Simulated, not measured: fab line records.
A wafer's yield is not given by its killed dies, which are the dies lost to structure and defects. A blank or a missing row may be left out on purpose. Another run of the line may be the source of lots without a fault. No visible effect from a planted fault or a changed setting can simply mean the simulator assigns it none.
3 desks, one fault	flow n5Finfet	what lay behind the numbers comes last; until then each desk has only its own

== TOOL OWNER'S DESK, cmp-04 ==
The tool's own readings at N5_ILD0_CMP_12 (polishes SiNx, stops on poly-Si, t overpolish 6 s, target thk 17.67 nm): means of the sampled wafers that have a number, for each lot that ran on this tool. Marked OUT: a lot whose mean sits more than 4 standard deviations from the usual mean, which makes it out of limits; the brackets give that distance.
Columns: A = motorCurrentA at N5_ILD0_CMP_12, usual 8.9 A; B = overpolishRunS at N5_ILD0_CMP_12, usual 5.999 s; C = padLifeWafers at N5_ILD0_CMP_12, usual 980; D = retainingRingPressureFrac at N5_ILD0_CMP_12, usual 1.000; E = timeToEndpointS at N5_ILD0_CMP_12, usual 28.3 s
lot	first seen here	A	B	C	D	E
L251	day 4 05:11	9.5	5.995	252	1.002	27.9
L252	day 4 12:47	10.0	6.011	326	1.005	29.2
L258	day 6 00:31	9.1	5.998	596	0.999	56.6 (+13) OUT
L259	day 6 05:50	9.4	5.994	638	0.999	56.0 (+13) OUT
Finding of this desk: L258, L259 out of limits; the first was L258 at day 6 00:31, on timeToEndpointS at N5_ILD0_CMP_12. L251, L252: within limits.

== THE DEFECT DESK ==
Counts from the inspections along the route, per lot, as means over the sampled wafers that have a number. Marked OUT: a lot whose mean sits more than 4 standard deviations from the usual mean, which makes it out of limits; the brackets give that distance.
Columns: A = rawDefectCount at N5_SD_EPI_N_INSPECT_26, usual 193; B = rawDefectCount at N5_ILD0_INSPECT_06, usual 36
lot	first seen here	A	B
L251	day 3 18:07	212	35
L252	day 4 01:51	203	26
L253	day 4 03:23	167	38
L258	day 5 13:31	185	34
L259	day 5 18:40	201	48
L264	day 7 00:45	234	42
L265	day 7 05:11	274	29
L266	day 7 13:47	142	41
L269	day 8 04:29	205	34
L271	day 8 19:09	201	52
This desk's verdict: no lot among the 10 shows anything out of limits.

== FROM THE METROLOGY DESK ==
Means of the sampled wafers that have a number, per lot and without regard to the tool the lot ran on: this is what the gauges read. Marked OUT: a lot whose mean sits more than 4 standard deviations from the usual mean, which makes it out of limits; the brackets give that distance. Only the readings that lie furthest out on some lot appear, 7 of the 11 it has.
Columns: A = DIBL_N at N5_BEOL_M4_RC_MEAS_101, usual 36.5 mV/V; B = IOFF_N at N5_BEOL_M4_RC_MEAS_101, usual 0.163 nA/um; C = IOFF_P at N5_BEOL_M4_RC_MEAS_101, usual 0.22 nA/um; D = ION_N at N5_BEOL_M4_RC_MEAS_101, usual 673 uA/um; E = ION_P at N5_BEOL_M4_RC_MEAS_101, usual 462 uA/um; F = VT_N at N5_BEOL_M4_RC_MEAS_101, usual 249.8 mV; G = VT_P at N5_BEOL_M4_RC_MEAS_101, usual -250 mV
lot	first seen here	A	B	C	D	E	F	G
L251	day 4 01:46	37.5	0.173	0.27	684	479	247.7	-245
L252	day 4 09:31	36.4	0.167	0.24	676	470	250.5	-249
L253	day 4 11:12	36.9	0.163	0.26	672	469	249.2	-243
L258	day 5 21:11	34.6	0.132	0.16	661	449	253.7	-257
L259	day 6 02:29	35.8	0.149	0.22	674	464	252.1	-248
L264	day 7 08:33	37.2	0.187	0.24	688	465	246.2	-249
L265	day 7 12:48	36.5	0.170	0.22	672	461	248.1	-249
L266	day 7 21:41	37.1	0.185	0.23	686	466	247.1	-248
L269	day 8 12:11	35.8	0.154	0.19	669	453	251.4	-255
L271	day 9 03:02	36.6	0.142	0.19	667	458	252.9	-250
This desk's verdict: no lot among the 10 shows anything out of limits.

== BROUGHT TOGETHER ==
The tool owner's desk had the chance to raise an alarm at day 6 00:31 on L258, L259.
The defect desk saw nothing out of limits.
Nothing out of limits was seen by the metrology desk.
The defect desk has L258, L259 on record, within its limits.
The metrology desk holds a record of L258, L259, inside its limits.
The lots listed all ran N5_ILD0_CMP_12 on cmp-04.

== WHAT THE SIMULATOR HAD PUT IN ==
Process parameters drifting: cmp-04 at N5_ILD0_CMP_12, beginning at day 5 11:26. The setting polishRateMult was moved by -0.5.
Lots struck among those shown: L258, L259.
Hours from the fault's start to each desk's first reading out of limits: the tool owner's desk, 13.
